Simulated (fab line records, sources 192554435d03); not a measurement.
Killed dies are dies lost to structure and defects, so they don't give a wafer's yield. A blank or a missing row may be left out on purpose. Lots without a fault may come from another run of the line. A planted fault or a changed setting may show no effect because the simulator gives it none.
Split-lot experiment | flow n5_finfet | 7 lots, 21 wafers read, on a route of 1938 steps

THE SPLIT
At N5_GATE_CUT_ALD_22 (deposits SiNx, target thk 16 nm, pulse time 1 s, ald cycles 320), the setting ald_cycles was moved away from the recipe's 320 on 7 of the 21 wafers read, by -13.4% to +9.4%. The other wafers ran this setting at the recipe's value.

The reading is taken at the split's own step.

THE READING
SiNx_of_GATE_CUT_ALD_22.thk_nm (the simulator's own value, which no gauge read), in nm, at N5_GATE_CUT_ALD_22 (deposits SiNx, target thk 16 nm, pulse time 1 s, ald cycles 320). The file gives no usual value for it. The 14 wafers here that ran the recipe average 16.0 nm, standard deviation 0.076 nm.

wafer  | tool, chamber at the split | ald_cycles as run | against the recipe | SiNx_of_GATE_CUT_ALD_22.thk_nm, nm | against lot-mates on the recipe
L078.4 | ald_sin-01, 1              | 320               | recipe             | 16.2                               | -
L078.5 | ald_sin-01, 1,2            | 303               | -5.3%              | 15.2                               | -1.0
L078.6 | ald_sin-01, 1,2            | 303               | -5.3%              | 15.2                               | -1.0
L080.1 | ald_sin-03, 0              | 320               | recipe             | 16                                 | -
L080.6 | ald_sin-03, 0              | 320               | recipe             | 16                                 | -
L080.2 | ald_sin-03, 2              | 277               | -13.4%             | 13.8                               | -2.2
L081.1 | ald_sin-03, 2              | 350               | +9.4%              | 17.6                               | +1.6
L081.3 | ald_sin-03, 1              | 320               | recipe             | 16                                 | -
L081.5 | ald_sin-03, 2              | 350               | +9.4%              | 17.4                               | +1.4
L083.1 | ald_sin-01, 1              | 343               | +7.2%              | 17.2                               | +1.2
L083.2 | ald_sin-01, 0              | 343               | +7.2%              | 17                                 | +1.0
L083.4 | ald_sin-01, 3              | 320               | recipe             | 16                                 | -
L084.2 | ald_sin-04, 2,0,2          | 320               | recipe             | 16                                 | -
L084.5 | ald_sin-04, 2,0,2          | 320               | recipe             | 16                                 | -
L084.6 | ald_sin-04, 2,0,2          | 320               | recipe             | 16                                 | -
L088.1 | ald_sin-04, 3,2,0          | 320               | recipe             | 16                                 | -
L088.3 | ald_sin-04, 3,2,0          | 320               | recipe             | 16                                 | -
L088.4 | ald_sin-04, 3,2,0          | 320               | recipe             | 16                                 | -
L091.1 | ald_sin-04, 2,1            | 320               | recipe             | 16                                 | -
L091.6 | ald_sin-04, 2,1            | 320               | recipe             | 16                                 | -
L091.4 | ald_sin-04, 0              | 320               | recipe             | 15.8                               | -
Where a row lists several chambers, the file gives one row for several wafers and doesn't say which wafer went through which chamber.

THE FIT
A straight line over all 21 wafers: SiNx_of_GATE_CUT_ALD_22.thk_nm changes by +0.159 nm for each +1% of ald_cycles; r = +0.99; the points scatter about the line by 0.083 nm.
The same after taking each lot's own level away (the mean of its wafers on the recipe; 21 wafers): +0.163 nm for each +1%; r = +1.00; scatter 0.074 nm.
On that fit, the largest move of ald_cycles shifts the reading by 2.2 nm.
The lots' own levels span 15.93 to 16.20 nm, that is 3.5 times the standard deviation above.
So the lot-to-lot level changes the slope little: the two slopes agree.
Check: with one of the wafers moved furthest among these (-13.4%) left out of the fit, the line predicts -2.23 nm for it against its lot-mates. It came out at -2.2 nm against them.

OTHER SPLITS ON THESE WAFERS
These wafers also went through other splits before the reading. Each is held against what the fit with the lots' levels taken away leaves over:
other split on the same wafers | wafers away from the commonest value | r with SiNx_of_GATE_CUT_ALD_22.thk_nm (lot level and that fit taken away)
N5_HKMG_FIN_COAT_43 spin_rpm   | 7                                    | -0.17
N5_HKMG_FIN_PEB_10 peb_time_s  | 8                                    | -0.15

THE FILE'S OWN FIT
SiNx_of_GATE_CUT_ALD_22.thk_nm changes by +0.163 nm for each +1% of ald_cycles, r = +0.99.
